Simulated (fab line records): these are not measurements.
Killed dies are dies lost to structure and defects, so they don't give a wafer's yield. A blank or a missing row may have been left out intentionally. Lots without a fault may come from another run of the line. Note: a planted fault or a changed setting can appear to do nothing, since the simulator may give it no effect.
fab line records + flow nandHarc
[record]
- lots = 12
- wafers = 36
- lastDay = 25
route steps=1159 shown A_M0@1015 A_M1@1040 END@1159
lots that met no fault: taken from a fault-free run of the same line
startH: hours from the record's first day to the start of the lot's first wafer shown + waitH: time in hours since the lot's previous step + " unchanged from the row above + L1.1+2: a single row standing in for several wafers + - value missing, or start not given + * or withheld: withheld + < > ~ a bound
route shown NAME@n: NAME is a module with steps in the file, n the number in the route of the first one + usual: mean/standard deviation of fault-free wafers + same: alike in all rows + chamber/n: place in a boat + sites: readings site by site + _std_site: the values' standard deviation + _edge_site: inner sites' mean taken away from outer sites' mean + radiusMm: for every site, how far away it sits from the centre of the wafer + mask NAME#n: copy n + behind: tool/chamber where the wafer was last shaped + hold: reason for holding the lot/hours on hold/outcome of the hold + device: whichever transistor did not switch (one of n, p or np) + end of line: the same wafers' tests at the end of the route + a step given without rows: its recipe and nothing more + killed: the dies lost at the first sort to structure and to defects; this is not the yield of the wafer + map: per-die view of a wafer (x killed, . not killed, _ where there is no die)
set.NAME: the setting the step ran with; set.NAME@STEP: the setting that earlier step ran with + model.NAME: the simulator's own value behind a step, which no gauge read
a sample of lots followed through the steps of the route, with each step as a table and each wafer as a row
services: the hour from which a tool's chamber was out of use, counted from the record's first day as startH (under 0 if before that day), plus the number of hours and why
[[steps]]
[step NHARC_A_M0_PVD_20]
[recipe]
- targetThkA = 50
- biasV = 168.6
- powerW = 15000
- chamberPressurePa = 0.12
- timeS = 8.06
- substrateTempC = 50
- material = TaN
[usual]
- throttleValvePct = 29.5/0.76
| lot.wafer | tool          | chamber | startH | waitH | throttleValvePct |
|-----------|---------------|---------|--------|-------|------------------|
| L302.4    | pvdSputter-03 | -       | -      | -     | 29.6             |
| L302.3    | "             | -       | "      | "     | 28.9             |
| L302.5    | "             | -       | "      | "     | 29.4             |
| L303.1    | pvdSputter-01 | -       | -      | -     | 29.7             |
| L303.3    | "             | -       | "      | "     | 28.9             |
| L303.6    | "             | -       | "      | "     | 29.8             |
| L306.2    | pvdSputter-03 | -       | -      | -     | 29.6             |
| L306.6    | "             | -       | "      | "     | 29.9             |
| L306.5    | "             | -       | "      | "     | 29.6             |
| L307.1    | pvdSputter-02 | -       | -      | -     | 29.6             |
| L307.2    | "             | -       | "      | "     | 29.2             |
| L307.6    | "             | -       | "      | "     | 29.1             |
| L310.3    | pvdSputter-03 | -       | -      | -     | 28.1             |
| L310.2    | "             | -       | "      | "     | 30.7             |
| L310.6    | "             | -       | "      | "     | 28.9             |
| L316.3    | pvdSputter-03 | -       | -      | -     | 28.0             |
| L316.1    | "             | -       | "      | "     | 30.6             |
| L316.6    | "             | -       | "      | "     | 28.0             |
| L320.4    | pvdSputter-01 | -       | -      | -     | 29.5             |
| L320.2    | "             | -       | "      | "     | 30.5             |
| L320.5    | "             | -       | "      | "     | 29.5             |
| L323.4    | pvdSputter-01 | -       | -      | -     | 30.7             |
| L323.1    | "             | -       | "      | "     | 27.7             |
| L323.5    | "             | -       | "      | "     | 30.5             |
| L322.1    | pvdSputter-02 | -       | -      | -     | 29.2             |
| L322.2    | "             | -       | "      | "     | 28.8             |
| L322.3    | "             | -       | "      | "     | 29.4             |
| L321.4    | pvdSputter-02 | -       | -      | -     | 29.6             |
| L321.3    | "             | -       | "      | "     | 29.4             |
| L321.6    | "             | -       | "      | "     | 29.4             |
| L314.2    | pvdSputter-02 | -       | -      | -     | 29.4             |
| L314.1    | "             | -       | "      | "     | 29.4             |
| L314.6    | "             | -       | "      | "     | 29.6             |
| L324.4    | pvdSputter-03 | -       | -      | -     | 30.2             |
| L324.1    | "             | -       | "      | "     | 30.5             |
| L324.2    | "             | -       | "      | "     | 28.9             |
[step NHARC_A_M0_THK_MEAS_24]
[recipe]
- thkMeasGauge = xrf
[usual]
- thkNm = 113.9/1.6
| lot.wafer | tool         | chamber | startH | waitH | thkNm |
|-----------|--------------|---------|--------|-------|-------|
| L302.3    | filmMetro-02 | -       | 419.82 | -     | 110.7 |
| L302.4    | "            | -       | "      | "     | 113.0 |
| L302.5    | "            | -       | "      | "     | 114.5 |
| L303.1    | filmMetro-02 | -       | 425.85 | -     | 112.5 |
| L303.3    | "            | -       | "      | "     | 111.6 |
| L303.6    | "            | -       | "      | "     | 113.6 |
| L306.2    | filmMetro-01 | -       | 449.84 | -     | 109.1 |
| L306.5    | "            | -       | "      | "     | 112.7 |
| L306.6    | "            | -       | "      | "     | 114.1 |
| L307.1    | filmMetro-01 | -       | 456.74 | -     | 115.0 |
| L307.2    | "            | -       | "      | "     | 112.7 |
| L307.6    | "            | -       | "      | "     | 114.6 |
| L310.2    | filmMetro-01 | -       | 472.98 | -     | 115.0 |
| L310.3    | "            | -       | "      | "     | 114.6 |
| L310.6    | "            | -       | "      | "     | 113.1 |
| L316.1    | filmMetro-02 | -       | 525.23 | -     | 113.5 |
| L316.3    | "            | -       | "      | "     | 116.8 |
| L316.6    | "            | -       | "      | "     | 114.8 |
| L320.2    | filmMetro-01 | -       | 542.14 | -     | 114.9 |
| L320.4    | "            | -       | "      | "     | 114.1 |
| L320.5    | "            | -       | "      | "     | 114.1 |
| L323.1    | filmMetro-02 | -       | 547.89 | -     | 113.8 |
| L323.4    | "            | -       | "      | "     | 114.8 |
| L323.5    | "            | -       | "      | "     | 114.0 |
| L322.1    | filmMetro-02 | -       | 548.51 | -     | 114.9 |
| L322.2    | "            | -       | "      | "     | 115.5 |
| L322.3    | "            | -       | "      | "     | 116.6 |
| L321.3    | filmMetro-02 | -       | 554.19 | -     | 116.8 |
| L321.4    | "            | -       | "      | "     | 113.1 |
| L321.6    | "            | -       | "      | "     | 114.4 |
| L314.1    | filmMetro-02 | -       | 561.55 | -     | 114.9 |
| L314.2    | "            | -       | "      | "     | 115.8 |
| L314.6    | "            | -       | "      | "     | 113.0 |
| L324.1    | filmMetro-01 | -       | 563.92 | -     | 112.1 |
| L324.2    | "            | -       | "      | "     | 115.1 |
| L324.4    | "            | -       | "      | "     | 113.3 |
[step NHARC_A_M1_ETCH_35]
[recipe]
- targetDepthA = 400
- overetchA = 120
- timeS = 43.94
- ionEnergyEv = 200
- n2FlowSccm = 150
- h2FlowSccm = 150
- arFlowSccm = 0
- rfW = 400
- biasW = 150
- chemistry = N2/H2
[usual]
- drypumpMotorCurrentA = 5.8/0.37
- oesProductAu = 0.999/0.0095
- rfVppV = 429.7/1.7
- runLengthS = 65.4/0.49
- showerheadPlenumPTorr = 2.01/0.051
- throttleValvePct = 14.171/0.0086
| lot.wafer | tool       | chamber | startH | waitH | drypumpMotorCurrentA | oesProductAu | rfHoursCounterH | rfVppV | runLengthS | showerheadPlenumPTorr | throttleValvePct |
|-----------|------------|---------|--------|-------|----------------------|--------------|-----------------|--------|------------|-----------------------|------------------|
| L302.3    | rieDiel-07 | 0       | 421.87 | 0.1   | 6.3                  | 0.991        | 0               | 429.1  | 65.9       | 2.02                  | 14.170           |
| L302.4    | "          | 3       | "      | "     | 5.9                  | 0.987        | 0               | 428.9  | 65.6       | 2.01                  | 14.169           |
| L302.5    | "          | 0       | "      | "     | 6.3                  | 1.005        | -               | 430.5  | 66.5       | 2.02                  | 14.165           |
| L303.3    | rieDiel-07 | 0       | 429.15 | 0.1   | 6.3                  | 1.003        | 1               | 430.5  | 65.7       | 2.02                  | 14.169           |
| L303.1    | "          | 1       | "      | "     | 5.1                  | 0.997        | 1               | 429.1  | 66.0       | 2.00                  | 14.166           |
| L303.6    | "          | 3       | "      | "     | 5.9                  | 0.999        | -               | 429.9  | 64.9       | 2.01                  | 14.179           |
| L306.2    | rieDiel-07 | 2       | 451.65 | 0.1   | 6.0                  | 0.998        | 1               | 431.4  | 66.3       | 2.07                  | 14.167           |
| L306.5    | "          | 3       | "      | "     | 5.9                  | 1.011        | -               | 430.7  | 65.3       | 2.01                  | 14.168           |
| L306.6    | "          | 0       | "      | "     | 6.3                  | 1.004        | -               | 431.0  | 65.9       | 2.02                  | 14.182           |
| L307.2    | rieDiel-07 | 0       | 458.83 | 0.1   | 6.2                  | 1.008        | 1               | 430.1  | 65.6       | 2.02                  | 14.160           |
| L307.1    | "          | 2       | "      | "     | 6.0                  | 0.989        | 1               | 430.7  | 65.9       | 2.07                  | 14.169           |
| L307.6    | "          | 0       | "      | "     | 6.3                  | 1.002        | -               | 430.6  | 65.6       | 2.02                  | 14.178           |
| L310.2    | rieDiel-07 | 0       | 474.79 | 0.1   | 6.2                  | 1.016        | 2               | 429.6  | 65.7       | 2.02                  | 14.160           |
| L310.3    | "          | 2       | "      | "     | 6.0                  | 0.997        | 2               | 431.5  | 65.9       | 2.07                  | 14.190           |
| L310.6    | "          | 3       | "      | "     | 6.0                  | 1.002        | -               | 430.7  | 65.5       | 2.01                  | 14.159           |
| L316.3    | rieDiel-07 | 0       | 527.47 | 0.1   | 6.2                  | 0.995        | 3               | 430.2  | 56.6       | 2.02                  | 14.162           |
| L316.1    | "          | 1       | "      | "     | 5.1                  | 0.999        | 3               | 428.9  | 66.1       | 1.99                  | 14.164           |
| L316.6    | "          | 0       | "      | "     | 6.3                  | 0.985        | -               | 430.8  | 56.4       | 2.02                  | 14.183           |
| L320.2    | rieDiel-06 | 3       | 543.94 | 0.1   | 5.5                  | 1.001        | 7               | 425.5  | 65.4       | 1.92                  | 14.190           |
| L320.4    | "          | 0       | "      | "     | 5.4                  | 1.009        | 8               | 429.5  | 65.9       | 2.01                  | 14.150           |
| L320.5    | "          | 0       | "      | "     | 5.5                  | 1.009        | -               | 430.2  | 65.7       | 2.01                  | 14.189           |
| L323.1    | rieDiel-03 | 3       | 550.02 | 0.1   | 5.6                  | 0.997        | 11              | 428.9  | 65.2       | 1.98                  | 14.161           |
| L323.4    | "          | 2       | "      | "     | 5.3                  | 1.007        | -               | 428.6  | 65.6       | 2.01                  | 14.159           |
| L323.5    | "          | 3       | "      | "     | 5.6                  | 0.988        | -               | 430.2  | 65.7       | 1.98                  | 14.177           |
| L322.1    | rieDiel-06 | 2       | 550.32 | 0.1   | 6.0                  | 0.994        | 8               | 428.9  | 64.0       | 1.99                  | 14.173           |
| L322.3    | "          | 3       | "      | "     | 5.4                  | 1.020        | 8               | 425.9  | 66.2       | 1.91                  | 14.166           |
| L322.2    | "          | 0       | "      | "     | 5.4                  | 1.012        | 8               | 428.3  | 65.4       | 2.01                  | 14.174           |
| L321.3    | rieDiel-06 | 0       | 556.05 | 0.1   | 5.4                  | 1.013        | 8               | 429.8  | 65.5       | 2.01                  | 14.170           |
| L321.6    | "          | 1       | "      | "     | 6.1                  | 1.000        | -               | 426.9  | 65.4       | 1.98                  | 14.160           |
| L321.4    | "          | 0       | "      | "     | 5.4                  | 1.005        | -               | 429.6  | 65.2       | 2.01                  | 14.158           |
| L314.2    | rieDiel-06 | 2       | 563.99 | 0.1   | 6.0                  | 0.981        | 8               | 430.4  | 64.4       | 1.99                  | 14.173           |
| L314.1    | "          | 3       | "      | "     | 5.5                  | 1.016        | 8               | 427.6  | 65.7       | 1.91                  | 14.170           |
| L314.6    | "          | 1       | "      | "     | 6.2                  | 0.999        | -               | 429.7  | 65.2       | 1.98                  | 14.171           |
| L324.4    | rieDiel-03 | 2       | 565.88 | 0.1   | 5.2                  | 1.001        | 13              | 429.9  | 65.2       | 2.01                  | 14.195           |
| L324.2    | "          | 3       | "      | "     | 5.6                  | 0.982        | 12              | 430.8  | 66.0       | 1.98                  | 14.177           |
| L324.1    | "          | 0       | "      | "     | 5.8                  | 1.002        | 11              | 434.0  | 65.1       | 2.15                  | 14.177           |
[step NHARC_A_M1_ETCH_15]
[recipe]
- targetDepthA = 1825
- timeS = 91.2
- c4f8FlowSccm = withheld
- arFlowSccm = 400
- rfW = 600
- biasW = 300
- chemistry = C4F8/Ar
[usual]
- oesProductAu = 0.953/0.021
- rfVppV = 439.8/1.6
- runLengthS = 112.7/0.51
| lot.wafer | tool       | chamber | startH | waitH | oesProductAu | rfHoursCounterH | rfVppV | runLengthS |
|-----------|------------|---------|--------|-------|--------------|-----------------|--------|------------|
| L302.4    | rieDiel-07 | 1       | -      | -     | 0.952        | 0               | 439.3  | 113.1      |
| L302.3    | "          | 3       | "      | "     | 0.977        | 0               | 439.2  | 112.2      |
| L302.5    | "          | 2       | "      | "     | 0.970        | -               | 442.9  | 113.2      |
| L303.1    | rieDiel-07 | 0       | -      | -     | 0.979        | 1               | 439.0  | 113.2      |
| L303.3    | "          | 1       | "      | "     | 0.962        | 1               | 439.8  | 112.9      |
| L303.6    | "          | 2       | "      | "     | 0.958        | -               | 441.7  | 113.1      |
| L306.2    | rieDiel-07 | 0       | -      | -     | 0.962        | 1               | 438.9  | 113.3      |
| L306.5    | "          | 0       | "      | "     | 0.972        | -               | 440.2  | 112.9      |
| L306.6    | "          | 1       | "      | "     | 0.958        | -               | 440.3  | 113.3      |
| L307.2    | rieDiel-07 | 2       | -      | -     | 0.986        | 1               | 441.2  | 112.9      |
| L307.1    | "          | 3       | "      | "     | 0.952        | 1               | 441.1  | 112.3      |
| L307.6    | "          | 0       | "      | "     | 0.966        | -               | 439.6  | 113.2      |
| L310.2    | rieDiel-07 | 0       | -      | -     | 0.936        | 2               | 439.3  | 113.1      |
| L310.3    | "          | 3       | "      | "     | 0.924        | 2               | 440.4  | 112.6      |
| L310.6    | "          | 1       | "      | "     | 0.914        | -               | 440.2  | 113.3      |
| L316.3    | rieDiel-07 | 0       | -      | -     | 0.923        | 3               | 440.2  | 113.0      |
| L316.1    | "          | 1       | "      | "     | 0.923        | 3               | 439.4  | 113.7      |
| L316.6    | "          | 0       | "      | "     | 0.915        | -               | 441.8  | 113.0      |
| L320.2    | rieDiel-06 | 1       | -      | -     | 0.949        | 8               | 439.5  | 112.2      |
| L320.4    | "          | 2       | "      | "     | 0.960        | 7               | 438.5  | 111.5      |
| L320.5    | "          | 2       | "      | "     | 0.970        | -               | 439.4  | 111.3      |
| L323.1    | rieDiel-03 | 3       | -      | -     | 0.939        | 11              | 439.9  | 112.4      |
| L323.5    | "          | 3       | "      | "     | 0.937        | -               | 438.0  | 112.3      |
| L323.4    | "          | 1       | "      | "     | 0.944        | -               | 438.1  | 113.0      |
| L322.2    | rieDiel-06 | 2       | -      | -     | 0.921        | 8               | 437.9  | 111.3      |
| L322.1    | "          | 3       | "      | "     | 0.943        | 8               | 437.1  | 112.8      |
| L322.3    | "          | 0       | "      | "     | 0.939        | 8               | 438.9  | 112.8      |
| L321.3    | rieDiel-06 | 1       | -      | -     | 0.951        | 9               | 439.6  | 112.3      |
| L321.6    | "          | 2       | "      | "     | 0.951        | -               | 439.3  | 111.9      |
| L321.4    | "          | 0       | "      | "     | 0.977        | -               | 440.6  | 112.7      |
| L314.2    | rieDiel-06 | 2       | -      | -     | 0.967        | 8               | 438.8  | 111.8      |
| L314.1    | "          | 3       | "      | "     | 0.981        | 8               | 435.8  | 113.0      |
| L314.6    | "          | 1       | "      | "     | 0.957        | -               | 440.2  | 111.9      |
| L324.1    | rieDiel-03 | 3       | -      | -     | 0.922        | 12              | 438.0  | 112.8      |
| L324.4    | "          | 0       | "      | "     | 0.928        | 11              | 443.5  | 112.7      |
| L324.2    | "          | 2       | "      | "     | 0.941        | 13              | 439.8  | 112.7      |
[step NHARC_END_SORT_01]
[recipe]
- tempC = 25
[usual]
- defectLimitedYield = 95.4/1.8
- killedAtArray = 27/12
- killedAtOther = 0.5/0.9
- killedAtPeriphery = 3.7/2.7
- killedDies = 31/12
- killedOpen = 3.3/2
- killedShort = 2.0/1.4
- sort_bin_2_pct = 1.4/0.74
- sort_bin_3_pct = 0.25/0.2
- sort_bin_4_pct = 2.9/1.1
- sortNPass = 646/12
- sortRimYieldPct = 96.4/2.8
- sortYieldPct = 95.4/1.8
[same]
- grossDies = 677
- sort_bin_5_pct[%] = 0
- sort_bin_6_pct[%] = 0
- sort_bin_7_pct[%] = 0
- sort_bin_8_pct[%] = 0
- sortRimNGross = 106.00
| lot.wafer | tool      | chamber | startH | waitH | defectLimitedYield[%] | killedAtArray | killedAtOther | killedAtPeriphery | killedDies | killedOpen | killedShort | sort_bin_2_pct[%] | sort_bin_3_pct[%] | sort_bin_4_pct[%] | sortNPass | sortRimYieldPct[%] | sortYieldPct[%] |
|-----------|-----------|---------|--------|-------|-----------------------|---------------|---------------|-------------------|------------|------------|-------------|-------------------|-------------------|-------------------|-----------|--------------------|-----------------|
| L307.1    | prober-02 | 0       | 495.87 | 2.5   | 95.3                  | 28            | 0             | 4                 | 32         | 3          | 0           | 1.8               | 0                 | 3.0               | 645       | 88.7               | 95.3            |
| L307.2    | prober-02 | 0       | 496.67 | 2.8   | 95.3                  | 23            | 3             | 6                 | 32         | 3          | 0           | 2.2               | 0.15              | 2.4               | 645       | 97.2               | 95.3            |
| L307.6    | prober-02 | 0       | 499.84 | 4.0   | 97.2                  | 17            | 0             | 2                 | 19         | 0          | 2           | 0.9               | 0.30              | 1.6               | 658       | 92.5               | 97.2            |
| L310.2    | prober-02 | 0       | 512.24 | 2.8   | 95.1                  | 25            | 1             | 7                 | 33         | 4          | 3           | 1.0               | 0.15              | 3.7               | 644       | 97.2               | 95.1            |
| L310.3    | prober-02 | 0       | 513.03 | 3.1   | 95.3                  | 25            | 0             | 7                 | 32         | 2          | 6           | 1.5               | 0.15              | 3.1               | 645       | 98.1               | 95.3            |
| L310.6    | prober-02 | 0       | 515.40 | 4.0   | 94.2                  | 30            | 2             | 7                 | 39         | 7          | 1           | 2.4               | 0.15              | 3.2               | 638       | 97.2               | 94.2            |
| L316.1    | prober-01 | 0       | 563.00 | 2.5   | 95.3                  | 30            | 0             | 2                 | 32         | 4          | 2           | 1.3               | 0.59              | 2.8               | 645       | 99.1               | 95.3            |
| L316.3    | prober-01 | 0       | 564.62 | 3.1   | 95.1                  | 31            | 0             | 2                 | 33         | 3          | 1           | 1.6               | 0.30              | 3.0               | 644       | 99.1               | 95.1            |
| L316.6    | prober-01 | 0       | 567.05 | 4.1   | 94.8                  | 33            | 0             | 2                 | 35         | 3          | 1           | 1.5               | 0.44              | 3.2               | 642       | 100.0              | 94.8            |
| L322.1    | prober-02 | 0       | 586.31 | 2.5   | 97.3                  | 12            | 1             | 5                 | 18         | 3          | 5           | 0.9               | 0                 | 1.8               | 659       | 95.3               | 97.3            |
| L322.2    | prober-02 | 0       | 587.11 | 2.8   | 97.8                  | 13            | 1             | 1                 | 15         | 2          | 3           | 0.3               | 0                 | 1.9               | 662       | 98.1               | 97.8            |
| L322.3    | prober-02 | 0       | 587.91 | 3.1   | 96.3                  | 20            | 2             | 3                 | 25         | 5          | 3           | 1.2               | 0                 | 2.5               | 652       | 98.1               | 96.3            |
| L321.3    | prober-01 | 0       | 595.74 | 3.1   | 95.4                  | 29            | 2             | 0                 | 31         | 2          | 1           | 1.8               | 0.15              | 2.7               | 646       | 90.6               | 95.4            |
| L321.4    | prober-01 | 0       | 596.53 | 3.4   | 93.6                  | 41            | 0             | 2                 | 43         | 4          | 2           | 1.6               | 0.44              | 4.3               | 634       | 96.2               | 93.6            |
| L321.6    | prober-01 | 0       | 598.11 | 3.9   | 95.6                  | 28            | 2             | 0                 | 30         | 3          | 1           | 1.3               | 0.59              | 2.5               | 647       | 88.7               | 95.6            |
// killed by level:class
L307.1 A_SLIT:chamberFilmFlake=12 A_CHANNEL_HOLE_D1:chamberFilmFlake=5 A_STAIRCASE:chamberFilmFlake=5 A_ZERO_WELL:chamberFilmFlake=3 P_ZERO_WELL:chamberFilmFlake=2 P_STI:chamberFilmFlake=2 A_ONON_D1:geometricParticle:open=1 A_WL_FILL:geometricParticle:open=1
L307.2 A_SLIT:chamberFilmFlake=13 THIN_TSV:chamberFilmFlake=3 A_WL_FILL:geometricParticle:open=2 P_ZERO_WELL:chamberFilmFlake=2 A_CHANNEL_HOLE_D1:chamberFilmFlake=2 A_STAIRCASE:chamberFilmFlake=2 A_ONON_D1:geometricParticle:open=1 P_STI:chamberFilmFlake=1
L307.6 A_SLIT:chamberFilmFlake=8 A_CHANNEL_HOLE_D1:chamberFilmFlake=3 A_CONTACT:chamberFilmFlake=2 P_M0:geometricParticle:short=1 A_WL_FILL:geometricParticle:short=1 P_ZERO_WELL:chamberFilmFlake=1 A_CHANNEL_FILL_D1:chamberFilmFlake=1 A_STAIRCASE:chamberFilmFlake=1
L310.2 A_CHANNEL_HOLE_D1:chamberFilmFlake=18 P_GATE:chamberFilmFlake=3 A_STAIRCASE:chamberFilmFlake=2 P_M0:geometricParticle:open=1 P_M1:geometricParticle:open=1 A_ONON_D1:geometricParticle:open=1 A_ONON_D1:geometricParticle:short=1 A_CHANNEL_FILL_D1:geometricParticle:short=1
L310.3 A_CHANNEL_HOLE_D1:chamberFilmFlake=15 P_M0:chamberFilmFlake=3 A_WL_FILL:chamberFilmFlake=2 P_STI:geometricParticle:short=1 P_CONTACT:geometricParticle:short=1 P_M1:geometricParticle:short=1 A_CHANNEL_FILL_D1:geometricParticle:open=1 A_CHANNEL_FILL_D1:geometricParticle:short=1
L310.6 A_CHANNEL_HOLE_D1:chamberFilmFlake=21 P_M0:chamberFilmFlake=4 A_CHANNEL_FILL_D1:geometricParticle:open=3 P_M1:geometricParticle:open=2 A_STAIRCASE:chamberFilmFlake=2 A_CONTACT:chamberFilmFlake=2 P_M2:geometricParticle:open=1 A_CHANNEL_FILL_D1:geometricParticle:short=1
L316.1 A_CHANNEL_HOLE_D1:chamberFilmFlake=17 A_STAIRCASE:chamberFilmFlake=3 A_CONTACT:chamberFilmFlake=3 A_ONON_D1:geometricParticle:open=2 P_STI:geometricParticle:short=1 P_CONTACT:geometricParticle:open=1 A_ONON_D1:geometricParticle:short=1 A_CONTACT:geometricParticle:open=1
L316.3 A_CHANNEL_HOLE_D1:chamberFilmFlake=21 A_CHANNEL_FILL_D1:chamberFilmFlake=3 A_CONTACT:geometricParticle:open=2 A_STAIRCASE:chamberFilmFlake=2 P_GATE:geometricParticle:short=1 P_M0:geometricParticle:open=1 A_WL_FILL:chamberFilmFlake=1 A_CONTACT:chamberFilmFlake=1
L316.6 A_CHANNEL_HOLE_D1:chamberFilmFlake=22 A_CONTACT:chamberFilmFlake=3 A_BLC:geometricParticle:open=2 A_CHANNEL_FILL_D1:geometricParticle:short=1 A_CONTACT:geometricParticle:open=1 P_STI:chamberFilmFlake=1 P_GATE:chamberFilmFlake=1 A_ZERO_WELL:chamberFilmFlake=1
L322.1 P_M0:geometricParticle:open=3 A_CHANNEL_HOLE_D1:chamberFilmFlake=3 A_CONTACT:chamberFilmFlake=3 P_M0:geometricParticle:short=2 A_ONON_D1:geometricParticle:short=1 A_CHANNEL_FILL_D1:geometricParticle:short=1 A_WL_FILL:geometricParticle:short=1 A_CHANNEL_FILL_D1:chamberFilmFlake=1
L322.2 A_CONTACT:chamberFilmFlake=5 A_CHANNEL_HOLE_D1:chamberFilmFlake=3 A_WL_FILL:geometricParticle:short=2 P_CONTACT:geometricParticle:short=1 A_SOURCE_PLATE:geometricParticle:open=1 A_M0:geometricParticle:open=1 A_CHANNEL_FILL_D1:chamberFilmFlake=1 THIN_TSV:chamberFilmFlake=1
L322.3 A_CHANNEL_HOLE_D1:chamberFilmFlake=7 A_CONTACT:chamberFilmFlake=4 A_STAIRCASE:chamberFilmFlake=3 P_CONTACT:geometricParticle:short=2 A_CONTACT:geometricParticle:open=2 THIN_TSV:chamberFilmFlake=2 P_GATE:geometricParticle:open=1 A_ONON_D1:geometricParticle:open=1
L321.3 A_SLIT:chamberFilmFlake=10 A_CHANNEL_HOLE_D1:chamberFilmFlake=6 A_CONTACT:chamberFilmFlake=3 A_M0:chamberFilmFlake=3 A_CONTACT:geometricParticle:open=2 A_ZERO_WELL:chamberFilmFlake=2 THIN_TSV:chamberFilmFlake=2 A_ONON_D1:geometricParticle:short=1
L321.4 A_SLIT:chamberFilmFlake=24 A_STAIRCASE:chamberFilmFlake=5 A_ZERO_WELL:chamberFilmFlake=3 A_CONTACT:chamberFilmFlake=3 P_CONTACT:geometricParticle:short=2 A_CONTACT:geometricParticle:open=2 A_CHANNEL_HOLE_D1:chamberFilmFlake=2 A_ONON_D1:geometricParticle:open=1
L321.6 A_SLIT:chamberFilmFlake=13 A_CHANNEL_HOLE_D1:chamberFilmFlake=5 A_ONON_D1:geometricParticle:open=2 A_ZERO_WELL:chamberFilmFlake=2 A_STAIRCASE:chamberFilmFlake=2 A_CONTACT:chamberFilmFlake=2 A_CHANNEL_FILL_D1:geometricParticle:open=1 STARTING-WAFER:geometricParticle:short=1
[[services]]
| tool          | chamber | startH | hours | kind      |
|---------------|---------|--------|-------|-----------|
| rieDiel-06    | 1       | 401.28 | 1.9   | repair    |
| rieDiel-06    | -       | 403.74 | 0.7   | repair    |
| rieDiel-03    | 1       | 403.99 | 14.0  | repair    |
| rieDiel-07    | -       | 405.20 | 9.0   | pm        |
| rieDiel-07    | 0       | 405.20 | 9.0   | ventCycle |
| rieDiel-07    | 1       | 405.20 | 9.0   | ventCycle |
| rieDiel-03    | 3       | 413.82 | 8.8   | repair    |
| rieDiel-06    | -       | 418.33 | 9.0   | pm        |
| rieDiel-03    | 1       | 425.54 | 5.0   | repair    |
| rieDiel-06    | 3       | 436.01 | 8.0   | repair    |
| pvdSputter-01 | -       | 439.33 | 12.3  | repair    |
| rieDiel-03    | 2       | 450.54 | 5.5   | repair    |
| rieDiel-03    | 1       | 454.44 | 1.6   | repair    |
| pvdSputter-03 | -       | 458.02 | 10.0  | pm        |
| rieDiel-03    | 3       | 480.24 | 9.7   | repair    |
| pvdSputter-02 | -       | 480.80 | 6.0   | repair    |
| rieDiel-07    | 1       | 485.86 | 8.3   | repair    |
| rieDiel-06    | 2       | 499.26 | 6.1   | repair    |
| pvdSputter-03 | -       | 507.27 | 4.3   | repair    |
| rieDiel-03    | 0       | 507.32 | 8.3   | repair    |
| pvdSputter-01 | -       | 521.19 | 10.0  | pm        |
| rieDiel-03    | 1       | 539.26 | 4.1   | repair    |
| rieDiel-03    | 0       | 548.46 | 11.2  | repair    |
| rieDiel-06    | 3       | 553.97 | 2.4   | repair    |
[[key]]
[firstSign]
- step = NHARC_A_M1_ETCH_35
- reading = runLengthS
- direction = down
- sigmas = 18
- usual = *
- struck = *
effect none on later readings
metAt NHARC_A_M1_ETCH_35
struckLots L316
struckWafers L316.3,L316.6
notActingAt NHARC_A_M0_PVD_20,NHARC_A_M0_THK_MEAS_24,NHARC_A_M1_ETCH_15
onsetBetween 474.79 527.47
[fault]
- kind = processParameterDrift
- tool = rieDiel-07
- chamber = 0
- onsetH = 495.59
- steps = NHARC_A_M1_ETCH_35
- channel = timeS
- offset = *
- shape = step
- endH = 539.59
- actsIn = *
- stated = *
